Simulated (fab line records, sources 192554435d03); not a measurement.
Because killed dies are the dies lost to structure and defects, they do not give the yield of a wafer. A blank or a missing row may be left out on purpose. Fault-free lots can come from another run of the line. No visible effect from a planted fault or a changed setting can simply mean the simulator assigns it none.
fab line records | flow n5-finfet | part 1 of 2: steps 1 to 25 of 31
record lots=5 | wafers=15 | last-day=18
route steps=1938 shown BEOL_M2@919 BEOL_M3@931
lots that met no fault: from a run of the same line without faults
start-h: start of the lot's first displayed wafer, in hours after the record's first day | wait-h: hours from the lot's prior step to this one | " identical to the entry in the row above | L1.1+2: one row covering several wafers at once | - value missing, or start not given | * or withheld: withheld | < > ~ a bound
route shown NAME@n: names a module that has steps shown in the file, with the first one's number in the route | usual: mean and standard deviation over wafers with no fault | same: alike in all rows | chamber/n: place in a boat | sites: the reading at each site | _std_site: how widely they spread, as a standard deviation | _edge_site: the outer-site mean with the inner-site mean subtracted | radius-mm: how far each site lies from the wafer's centre | mask NAME#n: copy n | behind: the most recent tool/chamber to have shaped the wafer | hold: the reason the lot was held/the length of the hold in hours/how it ended | device: transistor that didn't switch, given as n, p or np | end of line: the same wafers' tests at the end of the route | step lacking rows: just its recipe | killed: not the wafer's yield, but the dies lost to structure and defects at the first sort | map: shows each die of a wafer: x if killed, . if not, _ if none is there
set.NAME: setting as actually run; set.NAME@STEP: the setting as run at that earlier step | model.NAME: the simulator's own value behind a step, which no gauge read
lots at some steps of the route; a table a step, a row a wafer
services: the hour from which a tool's chamber was out of use, counted from the record's first day as start-h (under 0 if before that day), plus the number of hours and why
## steps
# step N5_BEOL_M2_ANNEAL_95
# recipe temp-c=400 | time-s=240 | ambient=vacuum
# usual heater-power-w=870/65
lot.wafer | tool           | chamber | start-h | wait-h | heater-power-w
L077.1    | pvd-sputter-02 | -       | 173.36  | 0.0    | 792
L077.2    | "              | -       | "       | "      | 856
L077.3    | "              | -       | "       | "      | 918
L080.3    | pvd-sputter-01 | -       | 181.79  | 0.0    | 927
L080.5    | "              | -       | "       | "      | 952
L080.6    | "              | -       | "       | "      | 814
L083.2    | pvd-sputter-01 | -       | 218.00  | 0.0    | 948
L083.3    | "              | -       | "       | "      | 939
L083.5    | "              | -       | "       | "      | 938
L090.3    | pvd-sputter-02 | -       | 267.69  | 0.0    | 864
L090.5    | "              | -       | "       | "      | 923
L090.6    | "              | -       | "       | "      | 817
L095.4    | pvd-sputter-02 | -       | 280.70  | 0.0    | 939
L095.5    | "              | -       | "       | "      | 860
L095.6    | "              | -       | "       | "      | 930
# step N5_BEOL_M2_SPUTTER_96
# recipe material=Cu | target-thk-a=45 | temp-c=-20 | chamber-pressure-pa=0.07 | power-w=withheld | time-s=8.29
# usual throttle-valve-pct=30.1/1
lot.wafer | tool           | chamber | start-h | wait-h | throttle-valve-pct
L077.1    | pvd-sputter-02 | -       | 173.50  | 0.1    | 30.2
L077.2    | "              | -       | "       | "      | 29.2
L077.3    | "              | -       | "       | "      | 29.4
L080.3    | pvd-sputter-01 | -       | 181.93  | 0.1    | 32.1
L080.5    | "              | -       | "       | "      | 28.8
L080.6    | "              | -       | "       | "      | 31.1
L083.2    | pvd-sputter-01 | -       | 218.14  | 0.1    | 32.3
L083.3    | "              | -       | "       | "      | 28.6
L083.5    | "              | -       | "       | "      | 28.9
L090.3    | pvd-sputter-02 | -       | 267.83  | 0.1    | 29.2
L090.5    | "              | -       | "       | "      | 29.4
L090.6    | "              | -       | "       | "      | 30.7
L095.4    | pvd-sputter-02 | -       | 280.84  | 0.1    | 29.3
L095.5    | "              | -       | "       | "      | 29.1
L095.6    | "              | -       | "       | "      | 29.3
# step N5_BEOL_M2_ECD_50
# recipe material=Cu | target-thk-a=3000
lot.wafer  | tool      | chamber | start-h | wait-h
L077.1+2+3 | ecd-cu-02 | 1,0,1   | 173.62  | 0.1
L080.3+5+6 | ecd-cu-01 | 0,1,0   | 182.07  | 0.1
L083.2+3+5 | ecd-cu-01 | 1,0,1   | 218.26  | 0.1
L090.3+5+6 | ecd-cu-02 | 0,0,1   | 267.96  | 0.1
L095.4+5+6 | ecd-cu-02 | 0,0,1   | 280.98  | 0.1
# step N5_BEOL_M2_ANNEAL_51
# recipe temp-c=225 | time-s=90 | ambient=N2
# usual anneal-temp-c-max=225.81/0.19 | wafer_temp_C_max=226.03/0.24
lot.wafer | tool          | chamber | start-h | wait-h | anneal-temp-c-max | wafer_temp_C_max
L077.1    | rtp-anneal-01 | 0       | 173.70  | 0.1    | 225.83            | 226.30
L077.2    | "             | 0       | "       | "      | 225.65            | 226.42
L077.3    | "             | 0       | "       | "      | 225.91            | 226.13
L080.3    | rtp-anneal-02 | 0       | 182.22  | 0.1    | 225.69            | 226.09
L080.5    | "             | 0       | "       | "      | 225.80            | 225.95
L080.6    | "             | 0       | "       | "      | 225.43            | 226.09
L083.2    | rtp-anneal-01 | 0       | 218.38  | 0.1    | 226.07            | 226.25
L083.3    | "             | 0       | "       | "      | 226.00            | 226.11
L083.5    | "             | 0       | "       | "      | 226.01            | 226.05
L090.3    | rtp-anneal-02 | 0       | 268.24  | 0.3    | 225.41            | 226.15
L090.5    | "             | 0       | "       | "      | 225.52            | 226.06
L090.6    | "             | 0       | "       | "      | 225.73            | 225.98
L095.4    | rtp-anneal-02 | 0       | 281.17  | 0.2    | 225.77            | 225.79
L095.5    | "             | 0       | "       | "      | 225.98            | 225.92
L095.6    | "             | 0       | "       | "      | 225.68            | 225.63
# step N5_BEOL_M2_CMP_52
# recipe stop-on=SiOC | t-overpolish-s=6.8 | down-force-psi=1 | platen-rpm=50 | clearing-platen-down-force-psi=1.5 | clearing-platen-rpm=50 | post-cmp-clean=cu-alkaline | target-thk-nm=40 | clearing-platen-pad-velocity-m-s=0.99484 | pad-velocity-m-s=0.99484
# usual barrier-field-endpoint-s=25.0/0.6 | motor-current-A=6.0/0.43 | overpolish-run-s=6.802/0.0097 | time-to-endpoint-s=64/3
# same t-overpolish-s=6.8
lot.wafer | tool   | chamber | start-h | wait-h | barrier-field-endpoint-s | motor-current-A | overpolish-run-s | time-to-endpoint-s
L077.1    | cmp-02 | 1       | 174.28  | 0.5    | 24.6                     | 5.6             | 6.791            | 60
L077.2    | "      | 2       | "       | "      | 24.3                     | 6.6             | 6.807            | 60
L077.3    | "      | 3       | "       | "      | 24.6                     | 5.3             | 6.811            | 62
L080.3    | cmp-03 | 0       | 182.42  | 0.2    | 25.4                     | 6.5             | 6.792            | 59
L080.6    | "      | 0       | "       | "      | 24.9                     | 6.1             | 6.810            | 58
L080.5    | "      | 1       | "       | "      | 25.3                     | 5.6             | 6.813            | 64
L083.3    | cmp-01 | 3       | 218.64  | 0.2    | 24.7                     | 6.5             | 6.790            | 61
L083.2    | "      | 1       | "       | "      | 24.7                     | 5.6             | 6.809            | 62
L083.5    | "      | 3       | "       | "      | 24.8                     | 6.6             | 6.811            | 62
L090.3    | cmp-03 | 0       | 268.74  | 0.5    | 23.9                     | 6.3             | 6.792            | 61
L090.5    | "      | 1       | "       | "      | 25.4                     | 6.0             | 6.808            | 62
L090.6    | "      | 2       | "       | "      | 25.8                     | 6.1             | 6.811            | 64
L095.4    | cmp-01 | 0       | 281.42  | 0.2    | 25.0                     | 6.1             | 6.797            | 62
L095.6    | "      | 2       | "       | "      | 25.9                     | 6.1             | 6.794            | 66
L095.5    | "      | 3       | "       | "      | 24.4                     | 6.7             | 6.795            | 55
# step N5_BEOL_M2_THK_MEAS_53
# recipe thk-meas-gauge=xrf | reads=Cu_of_BEOL_M2_ECD_50
# usual M2_THK=42.1/1.9
lot.wafer | tool          | chamber | start-h | wait-h | M2_THK[nm]
L077.1    | film-metro-01 | -       | 174.58  | -      | 42.7
L077.2    | "             | -       | "       | "      | 41.7
L077.3    | "             | -       | "       | "      | 40.8
L080.3    | film-metro-02 | -       | 182.72  | -      | 39.6
L080.5    | "             | -       | "       | "      | 41.3
L080.6    | "             | -       | "       | "      | 41.6
L083.2    | film-metro-01 | -       | 218.93  | -      | 44.0
L083.3    | "             | -       | "       | "      | 42.1
L083.5    | "             | -       | "       | "      | 42.3
L090.3    | film-metro-01 | -       | 268.93  | -      | 42.8
L090.5    | "             | -       | "       | "      | 41.7
L090.6    | "             | -       | "       | "      | 45.5
L095.4    | film-metro-02 | -       | 281.64  | -      | 40.1
L095.5    | "             | -       | "       | "      | 38.0
L095.6    | "             | -       | "       | "      | 43.1
# step N5_BEOL_M2_PRE_CLEAN_60
# recipe gas=NH3/H2 | time-s=15 | temp-c=* | rf-power-w=300
# usual heater-power-outer-w=30/5.2 | heater-power-w=98/10
lot.wafer | tool      | chamber | start-h | wait-h | heater-power-outer-w | heater-power-w
L077.1    | cvd-co-02 | 0       | 174.61  | 0.0    | 24                   | 101
L077.2    | "         | 2       | "       | "      | 38                   | 87
L077.3    | "         | 1       | "       | "      | 26                   | 93
L080.3    | cvd-co-01 | 2       | 182.75  | 0.0    | 37                   | 113
L080.5    | "         | 0       | "       | "      | 26                   | 91
L080.6    | "         | 2       | "       | "      | 36                   | 112
L083.2    | cvd-co-01 | 1       | 218.97  | 0.0    | 28                   | 90
L083.3    | "         | 2       | "       | "      | 36                   | 112
L083.5    | "         | 2       | "       | "      | 37                   | 117
L090.3    | cvd-co-01 | 0       | 269.19  | 0.3    | 26                   | 95
L090.5    | "         | 2       | "       | "      | 37                   | 114
L090.6    | "         | 0       | "       | "      | 26                   | 93
L095.4    | cvd-co-01 | 0       | 281.78  | 0.1    | 26                   | 96
L095.5    | "         | 2       | "       | "      | 36                   | 116
L095.6    | "         | 1       | "       | "      | 27                   | 90
# step N5_BEOL_M2_CO_CAP_55
# recipe material=Co | target-thk-a=20 | temp-c=200 | precursor=CCTBA/H2 | pressure-torr=30 | time-s=102.1
# usual heater-power-outer-w=135/6.9 | heater-power-w=253/13
lot.wafer | tool      | chamber | start-h | wait-h | heater-power-outer-w | heater-power-w
L077.1    | cvd-co-02 | 0       | 174.65  | 0.0    | 126                  | 260
L077.2    | "         | 2       | "       | "      | 145                  | 238
L077.3    | "         | 1       | "       | "      | 134                  | 248
L080.3    | cvd-co-01 | 2       | 182.79  | 0.0    | 140                  | 268
L080.5    | "         | 0       | "       | "      | 128                  | 246
L080.6    | "         | 2       | "       | "      | 142                  | 276
L083.2    | cvd-co-01 | 1       | 219.01  | 0.0    | 128                  | 251
L083.3    | "         | 2       | "       | "      | 145                  | 271
L083.5    | "         | 2       | "       | "      | 146                  | 273
L090.3    | cvd-co-01 | 0       | 269.23  | 0.0    | 129                  | 244
L090.5    | "         | 2       | "       | "      | 140                  | 275
L090.6    | "         | 0       | "       | "      | 129                  | 243
L095.4    | cvd-co-01 | 0       | 281.83  | 0.0    | 130                  | 239
L095.5    | "         | 2       | "       | "      | 145                  | 265
L095.6    | "         | 1       | "       | "      | 131                  | 247
# step N5_BEOL_M2_PRE_CLEAN_56
# recipe gas=NH3 | time-s=15 | temp-c=withheld | rf-power-w=300
lot.wafer  | tool     | chamber | start-h | wait-h
L077.1+2+3 | pecvd-02 | 1,0,2   | 174.74  | 0.1
L080.3+5+6 | pecvd-03 | 0,1,2   | 182.89  | 0.1
L083.2+3+5 | pecvd-02 | 1       | 219.10  | 0.1
L090.3+5+6 | pecvd-01 | 2,0,2   | 269.33  | 0.1
L095.4+5+6 | pecvd-02 | 1,2,0   | 281.90  | 0.0
# step N5_BEOL_M2_DEP_57
# recipe material=SiCN | target-thk-a=80 | temp-c=withheld | precursor=3MS/NH3 | pressure-torr=3 | rf-w=202 | time-s=14
# usual showerhead-plenum-p-Torr=3.669/0.011 | throttle-valve-pct=9.1/0.61
lot.wafer | tool     | chamber | start-h | wait-h | showerhead-plenum-p-Torr | throttle-valve-pct
L077.1    | pecvd-02 | 1       | 174.77  | 0.0    | 3.680                    | 8.4
L077.2    | "        | 0       | "       | "      | 3.668                    | 8.5
L077.3    | "        | 2       | "       | "      | 3.666                    | 10.0
L080.3    | pecvd-03 | 0       | 182.91  | 0.0    | 3.659                    | 9.3
L080.5    | "        | 1       | "       | "      | 3.652                    | 10.3
L080.6    | "        | 2       | "       | "      | 3.653                    | 8.4
L083.2    | pecvd-02 | 1       | 219.14  | 0.0    | 3.670                    | 8.7
L083.3    | "        | 1       | "       | "      | 3.680                    | 8.7
L083.5    | "        | 1       | "       | "      | 3.679                    | 8.5
L090.3    | pecvd-01 | 2       | 269.35  | 0.0    | 3.680                    | 8.4
L090.5    | "        | 0       | "       | "      | 3.664                    | 9.7
L090.6    | "        | 2       | "       | "      | 3.673                    | 8.4
L095.4    | pecvd-02 | 1       | 281.93  | 0.0    | 3.687                    | 9.0
L095.5    | "        | 2       | "       | "      | 3.653                    | 8.8
L095.6    | "        | 0       | "       | "      | 3.681                    | 8.6
# step N5_BEOL_M2_RS_MEAS_58
# recipe thk-meas-gauge=four-point-probe | reads=Co_of_BEOL_M2_CO_CAP_55+Cu_of_BEOL_M2_ECD_50+Co_of_BEOL_M2_CVD_47+TaN_of_BEOL_M2_ALD_84
# usual M2_RS=0.65/0.037
lot.wafer | tool          | chamber | start-h | wait-h | M2_RS[ohm/sq]
L077.1    | film-metro-02 | -       | 174.84  | 0.0    | 0.64
L077.2    | "             | -       | "       | "      | 0.67
L077.3    | "             | -       | "       | "      | 0.68
L080.3    | film-metro-02 | -       | 182.98  | 0.1    | 0.70
L080.5    | "             | -       | "       | "      | 0.66
L080.6    | "             | -       | "       | "      | 0.66
L083.2    | film-metro-01 | -       | 219.22  | 0.1    | 0.61
L083.3    | "             | -       | "       | "      | 0.64
L083.5    | "             | -       | "       | "      | 0.64
L090.3    | film-metro-01 | -       | 269.42  | 0.1    | 0.64
L090.5    | "             | -       | "       | "      | 0.66
L090.6    | "             | -       | "       | "      | 0.59
L095.4    | film-metro-01 | -       | 281.98  | 0.0    | 0.68
L095.5    | "             | -       | "       | "      | 0.73
L095.6    | "             | -       | "       | "      | 0.62
# step N5_BEOL_M2_INSPECT_59
# recipe inspect-instrument=darkfield | mode=post-dep
# usual raw-defect-count=74/25
lot.wafer | tool              | chamber | start-h | wait-h | raw-defect-count
L077.1    | defect-inspect-02 | -       | 174.86  | 0.0    | 56
L077.2    | "                 | -       | "       | "      | 61
L077.3    | "                 | -       | "       | "      | 72
L080.3    | defect-inspect-02 | -       | 183.01  | 0.0    | 64
L080.5    | "                 | -       | "       | "      | 87
L080.6    | "                 | -       | "       | "      | 52
L083.2    | defect-inspect-02 | -       | 219.25  | 0.0    | 59
L083.3    | "                 | -       | "       | "      | 106
L083.5    | "                 | -       | "       | "      | 105
L090.3    | defect-inspect-01 | -       | 269.44  | 0.0    | 53
L090.5    | "                 | -       | "       | "      | 48
L090.6    | "                 | -       | "       | "      | 39
L095.4    | defect-inspect-02 | -       | 282.01  | 0.0    | 64
L095.5    | "                 | -       | "       | "      | 42
L095.6    | "                 | -       | "       | "      | 45
# step N5_BEOL_M3_ILD_DEP_00
# recipe material=SiOC | target-thk-a=790 | temp-c=350 | precursor=DEMS/O2 | pressure-torr=5 | rf-w=500 | time-s=15.3
# usual heater-power-outer-w=267/42 | heater-power-w=519/71 | showerhead-plenum-p-Torr=5.688/0.012 | throttle-valve-pct=12.2/0.97
lot.wafer | tool     | chamber | start-h | wait-h | heater-power-outer-w | heater-power-w | showerhead-plenum-p-Torr | throttle-valve-pct
L077.1    | pecvd-01 | 0       | 174.90  | 0.0    | 241                  | 518            | 5.705                    | 12.6
L077.2    | "        | 2       | "       | "      | 335                  | 625            | 5.686                    | 11.1
L077.3    | "        | 2       | "       | "      | 331                  | 628            | 5.695                    | 11.2
L080.3    | pecvd-04 | 2       | 183.04  | 0.0    | 272                  | 505            | 5.699                    | 11.7
L080.5    | "        | 1       | "       | "      | 201                  | 375            | 5.696                    | 12.0
L080.6    | "        | 0       | "       | "      | 297                  | 452            | 5.705                    | 11.4
L083.2    | pecvd-03 | 2       | 219.28  | 0.0    | 290                  | 598            | 5.700                    | 11.1
L083.3    | "        | 0       | "       | "      | 199                  | 400            | 5.664                    | 12.5
L083.5    | "        | 2       | "       | "      | 293                  | 601            | 5.692                    | 11.0
L090.3    | pecvd-03 | 0       | 269.48  | 0.0    | 222                  | 437            | 5.687                    | 12.4
L090.5    | "        | 1       | "       | "      | 290                  | 542            | 5.684                    | 13.7
L090.6    | "        | 2       | "       | "      | 286                  | 614            | 5.700                    | 11.0
L095.4    | pecvd-01 | 0       | 282.06  | 0.1    | 195                  | 457            | 5.696                    | 13.0
L095.5    | "        | 1       | "       | "      | 267                  | 468            | 5.688                    | 12.9
L095.6    | "        | 2       | "       | "      | 338                  | 642            | 5.694                    | 11.1
# step N5_BEOL_M3_THK_MEAS_01
# recipe reads=SiOC_of_BEOL_M3_ILD_DEP_00
# usual M3_ILD_THK=78.6/1
lot.wafer | tool          | chamber | start-h | wait-h | M3_ILD_THK[nm]
L077.1    | film-metro-02 | -       | 174.98  | 0.1    | 78.7
L077.2    | "             | -       | "       | "      | 78.8
L077.3    | "             | -       | "       | "      | 79.9
L080.3    | film-metro-01 | -       | 183.11  | 0.1    | 77.7
L080.5    | "             | -       | "       | "      | 78.8
L080.6    | "             | -       | "       | "      | 78.8
L083.2    | film-metro-01 | -       | 219.35  | 0.1    | 78.5
L083.3    | "             | -       | "       | "      | 77.1
L083.5    | "             | -       | "       | "      | 79.9
L090.3    | film-metro-01 | -       | 269.55  | 0.1    | 78.2
L090.5    | "             | -       | "       | "      | 78.8
L090.6    | "             | -       | "       | "      | 78.7
L095.4    | film-metro-02 | -       | 282.11  | 0.0    | 79.4
L095.5    | "             | -       | "       | "      | 80.5
L095.6    | "             | -       | "       | "      | 80.0
# step N5_BEOL_M3_PECVD_72
# recipe material=SiO2 | target-thk-a=160 | temp-c=400 | precursor=TEOS/O2 | pressure-torr=5.5 | rf-w=450 | teos-flow-sccm=53.8 | gas=O2 | flow-sccm=3000 | time-s=18
# usual heater-power-outer-w=442/58 | heater-power-w=760/94 | showerhead-plenum-p-Torr=8.79/0.043 | throttle-valve-pct=22.7/1.5
lot.wafer | tool     | chamber | start-h | wait-h | heater-power-outer-w | heater-power-w | showerhead-plenum-p-Torr | throttle-valve-pct
L077.1    | pecvd-03 | 0       | 175.02  | 0.0    | 438                  | 745            | 8.70                     | 23.0
L077.2    | "        | 1       | "       | "      | 479                  | 808            | 8.72                     | 25.8
L077.3    | "        | 2       | "       | "      | 481                  | 920            | 8.75                     | 20.9
L080.3    | pecvd-01 | 2       | 183.16  | 0.1    | 572                  | 956            | 8.82                     | 20.7
L080.5    | "        | 2       | "       | "      | 580                  | 952            | 8.83                     | 20.8
L080.6    | "        | 0       | "       | "      | 398                  | 749            | 8.79                     | 24.0
L083.2    | pecvd-03 | 1       | 219.39  | 0.0    | 404                  | 711            | 8.74                     | 25.5
L083.3    | "        | 0       | "       | "      | 334                  | 604            | 8.73                     | 23.0
L083.5    | "        | 2       | "       | "      | 373                  | 736            | 8.72                     | 20.8
L090.3    | pecvd-04 | 0       | 269.58  | 0.0    | 448                  | 643            | 8.84                     | 21.7
L090.5    | "        | 0       | "       | "      | 453                  | 655            | 8.84                     | 21.9
L090.6    | "        | 1       | "       | "      | 416                  | 662            | 8.79                     | 22.1
L095.4    | pecvd-03 | 2       | 282.17  | 0.1    | 478                  | 884            | 8.73                     | 21.2
L095.5    | "        | 1       | "       | "      | 473                  | 821            | 8.72                     | 25.8
L095.6    | "        | 0       | "       | "      | 394                  | 681            | 8.73                     | 22.9
# step N5_BEOL_M3_HM_DEP_02
# recipe material=TiN | target-thk-a=200 | temp-c=25 | chamber-pressure-pa=0.49996
# usual throttle-valve-pct=30.0/1
lot.wafer | tool           | chamber | start-h | wait-h | throttle-valve-pct
L077.1    | pvd-sputter-01 | -       | 175.43  | 0.4    | 32.1
L077.2    | "              | -       | "       | "      | 31.0
L077.3    | "              | -       | "       | "      | 28.9
L080.3    | pvd-sputter-03 | -       | 184.24  | 1.1    | 30.5
L080.5    | "              | -       | "       | "      | 30.9
L080.6    | "              | -       | "       | "      | 28.5
L083.2    | pvd-sputter-03 | -       | 219.97  | 0.6    | 30.6
L083.3    | "              | -       | "       | "      | 29.5
L083.5    | "              | -       | "       | "      | 29.5
L090.3    | pvd-sputter-03 | -       | 269.95  | 0.3    | 30.6
L090.5    | "              | -       | "       | "      | 28.5
L090.6    | "              | -       | "       | "      | 29.6
L095.4    | pvd-sputter-01 | -       | 282.21  | 0.0    | 31.2
L095.5    | "              | -       | "       | "      | 31.2
L095.6    | "              | -       | "       | "      | 29.0
# step N5_BEOL_M3_COAT_61
# recipe resist=SOC | temp-c=250 | time-s=60 | spin-rpm=1500 | resist-thk-nm=60
# usual resist-line-temp-C=23.00/0.1
lot.wafer | tool           | chamber | start-h | wait-h | resist-line-temp-C
L077.1    | litho-track-01 | 0       | 175.56  | 0.1    | 23.21
L077.2    | "              | 0       | "       | "      | 23.06
L077.3    | "              | 0       | "       | "      | 22.89
L080.3    | litho-track-02 | 0       | 184.37  | 0.1    | 22.99
L080.5    | "              | 0       | "       | "      | 22.98
L080.6    | "              | 0       | "       | "      | 22.90
L083.2    | litho-track-02 | 0       | 220.09  | 0.1    | 22.92
L083.3    | "              | 0       | "       | "      | 22.95
L083.5    | "              | 0       | "       | "      | 23.18
L090.3    | litho-track-02 | 0       | 270.07  | 0.1    | 23.02
L090.5    | "              | 0       | "       | "      | 23.02
L090.6    | "              | 0       | "       | "      | 23.11
L095.4    | litho-track-02 | 0       | 282.33  | 0.1    | 23.04
L095.5    | "              | 0       | "       | "      | 23.02
L095.6    | "              | 0       | "       | "      | 23.04
# step N5_BEOL_M3_COAT_62
# recipe resist=SiARC | temp-c=220 | time-s=60 | spin-rpm=1500 | resist-thk-nm=12
# usual resist-line-temp-C=23.01/0.087
lot.wafer | tool           | chamber | start-h | wait-h | resist-line-temp-C
L077.1    | litho-track-01 | 0       | -       | -      | 22.99
L077.2    | "              | 0       | "       | "      | 23.11
L077.3    | "              | 0       | "       | "      | 23.02
L080.3    | litho-track-02 | 0       | -       | -      | 22.93
L080.5    | "              | 0       | "       | "      | 22.91
L080.6    | "              | 0       | "       | "      | 23.15
L083.2    | litho-track-02 | 0       | -       | -      | 23.07
L083.3    | "              | 0       | "       | "      | 22.96
L083.5    | "              | 0       | "       | "      | 23.12
L090.3    | litho-track-02 | 0       | -       | -      | 23.09
L090.5    | "              | 0       | "       | "      | 23.01
L090.6    | "              | 0       | "       | "      | 22.93
L095.4    | litho-track-02 | 0       | -       | -      | 23.04
L095.5    | "              | 0       | "       | "      | 23.11
L095.6    | "              | 0       | "       | "      | 23.01
# step N5_BEOL_M3_COAT_73
# recipe resist=underlayer | temp-c=205 | time-s=60 | spin-rpm=1500 | resist-thk-nm=5
# usual resist-line-temp-C=22.98/0.1
lot.wafer | tool           | chamber | start-h | wait-h | resist-line-temp-C
L077.1    | litho-track-01 | 0       | -       | -      | 23.09
L077.2    | "              | 0       | "       | "      | 23.13
L077.3    | "              | 0       | "       | "      | 23.11
L080.3    | litho-track-02 | 0       | -       | -      | 23.05
L080.5    | "              | 0       | "       | "      | 23.15
L080.6    | "              | 0       | "       | "      | 22.95
L083.2    | litho-track-02 | 0       | -       | -      | 23.00
L083.3    | "              | 0       | "       | "      | 22.93
L083.5    | "              | 0       | "       | "      | 23.04
L090.3    | litho-track-02 | 0       | -       | -      | 22.94
L090.5    | "              | 0       | "       | "      | 22.96
L090.6    | "              | 0       | "       | "      | 23.02
L095.4    | litho-track-02 | 0       | -       | -      | 23.05
L095.5    | "              | 0       | "       | "      | 23.01
L095.6    | "              | 0       | "       | "      | 22.69
# step N5_BEOL_M3_COAT_05
# recipe resist=CAR-EUV | spin-rpm=1500 | resist-thk-nm=30
# usual resist-line-temp-C=23.00/0.1
lot.wafer | tool           | chamber | start-h | wait-h | resist-line-temp-C
L077.1    | litho-track-01 | 0       | -       | -      | 23.11
L077.2    | "              | 0       | "       | "      | 22.87
L077.3    | "              | 0       | "       | "      | 23.01
L080.3    | litho-track-02 | 0       | -       | -      | 22.92
L080.5    | "              | 0       | "       | "      | 23.11
L080.6    | "              | 0       | "       | "      | 23.11
L083.2    | litho-track-02 | 0       | -       | -      | 22.92
L083.3    | "              | 0       | "       | "      | 22.85
L083.5    | "              | 0       | "       | "      | 22.90
L090.3    | litho-track-02 | 0       | -       | -      | 22.99
L090.5    | "              | 0       | "       | "      | 22.95
L090.6    | "              | 0       | "       | "      | 23.16
L095.4    | litho-track-02 | 0       | -       | -      | 22.84
L095.5    | "              | 0       | "       | "      | 22.99
L095.6    | "              | 0       | "       | "      | 22.90
# step N5_BEOL_M3_EBR_07
# recipe solvent=PGMEA | ebr-width-mm=1.5
# usual resist-line-temp-C=23.06/0.11
lot.wafer | tool           | chamber | start-h | wait-h | resist-line-temp-C
L077.1    | litho-track-01 | 0       | -       | -      | 23.16
L077.2    | "              | 0       | "       | "      | 22.88
L077.3    | "              | 0       | "       | "      | 23.17
L080.3    | litho-track-02 | 0       | -       | -      | 22.99
L080.5    | "              | 0       | "       | "      | 22.99
L080.6    | "              | 0       | "       | "      | 23.00
L083.2    | litho-track-02 | 0       | -       | -      | 23.03
L083.3    | "              | 0       | "       | "      | 23.10
L083.5    | "              | 0       | "       | "      | 22.93
L090.3    | litho-track-02 | 0       | -       | -      | 22.99
L090.5    | "              | 0       | "       | "      | 22.97
L090.6    | "              | 0       | "       | "      | 23.06
L095.4    | litho-track-02 | 0       | -       | -      | 23.30
L095.5    | "              | 0       | "       | "      | 23.13
L095.6    | "              | 0       | "       | "      | 23.08
# step N5_BEOL_M3_SOFTBAKE_06
# recipe temp-c=110 | time-s=60 | resist=CAR-EUV
# usual resist-line-temp-C=23.01/0.1
lot.wafer | tool           | chamber | start-h | wait-h | resist-line-temp-C
L077.1    | litho-track-01 | 0       | -       | -      | 23.06
L077.2    | "              | 0       | "       | "      | 23.07
L077.3    | "              | 0       | "       | "      | 22.92
L080.3    | litho-track-02 | 0       | -       | -      | 23.20
L080.5    | "              | 0       | "       | "      | 23.13
L080.6    | "              | 0       | "       | "      | 23.16
L083.2    | litho-track-02 | 0       | -       | -      | 22.99
L083.3    | "              | 0       | "       | "      | 23.05
L083.5    | "              | 0       | "       | "      | 22.98
L090.3    | litho-track-02 | 0       | -       | -      | 22.97
L090.5    | "              | 0       | "       | "      | 23.19
L090.6    | "              | 0       | "       | "      | 23.07
L095.4    | litho-track-02 | 0       | -       | -      | 23.19
L095.5    | "              | 0       | "       | "      | 23.08
L095.6    | "              | 0       | "       | "      | 23.06
# step N5_BEOL_M3_EXPOSE_08
# recipe mask-id=M3 | na=0.33 | source-shape=dipole | sigma-inner=0.369 | sigma-outer=0.767 | polarization=unpolarized | dose-mj=33
# same na=0.33
lot.wafer  | tool           | chamber | start-h | wait-h | mask
L077.1+2+3 | euv-scanner-02 | 0       | 175.69  | -      | M3#0
L080.3+5+6 | euv-scanner-02 | 0       | 184.52  | -      | M3#0
L083.2+3+5 | euv-scanner-01 | 0       | 220.23  | -      | M3#0
L090.3+5+6 | euv-scanner-02 | 0       | 270.22  | -      | M3#0
L095.4+5+6 | euv-scanner-02 | 0       | 282.49  | -      | M3#0
# step N5_BEOL_M3_PEB_09
# recipe peb-temp-c=100 | peb-time-s=60 | resist=CAR-EUV
# usual resist-line-temp-C=23.02/0.11
# same peb-time-s=60
lot.wafer | tool           | chamber | start-h | wait-h | resist-line-temp-C
L077.1    | litho-track-01 | 0       | 175.75  | 0.1    | 22.94
L077.2    | "              | 0       | "       | "      | 23.01
L077.3    | "              | 0       | "       | "      | 22.93
L080.3    | litho-track-01 | 0       | 184.57  | 0.0    | 23.02
L080.5    | "              | 0       | "       | "      | 22.74
L080.6    | "              | 0       | "       | "      | 22.92
L083.2    | litho-track-05 | 0       | 220.29  | 0.0    | 23.08
L083.3    | "              | 0       | "       | "      | 22.90
L083.5    | "              | 0       | "       | "      | 22.99
L090.3    | litho-track-05 | 0       | 270.27  | 0.0    | 23.05
L090.5    | "              | 0       | "       | "      | 23.18
L090.6    | "              | 0       | "       | "      | 23.02
L095.4    | litho-track-05 | 0       | 282.53  | 0.0    | 23.13
L095.5    | "              | 0       | "       | "      | 23.06
L095.6    | "              | 0       | "       | "      | 23.12
# step N5_BEOL_M3_DEVELOP_10
# recipe develop-time-s=30 | developer=TMAH | resist=CAR-EUV | rinse-liquid=surfactant-rinse | dry=air-spin | dev-temp-c=23
# usual resist-line-temp-C=22.99/0.099
# same develop-time-s=30
lot.wafer | tool           | chamber | start-h | wait-h | resist-line-temp-C
L077.1    | litho-track-01 | 0       | -       | -      | 23.04
L077.2    | "              | 0       | "       | "      | 22.93
L077.3    | "              | 0       | "       | "      | 22.92
L080.3    | litho-track-01 | 0       | -       | -      | 22.96
L080.5    | "              | 0       | "       | "      | 22.97
L080.6    | "              | 0       | "       | "      | 23.07
L083.2    | litho-track-05 | 0       | -       | -      | 22.90
L083.3    | "              | 0       | "       | "      | 22.98
L083.5    | "              | 0       | "       | "      | 22.97
L090.3    | litho-track-05 | 0       | -       | -      | 22.82
L090.5    | "              | 0       | "       | "      | 22.81
L090.6    | "              | 0       | "       | "      | 22.85
L095.4    | litho-track-05 | 0       | -       | -      | 22.95
L095.5    | "              | 0       | "       | "      | 22.94
L095.6    | "              | 0       | "       | "      | 22.97
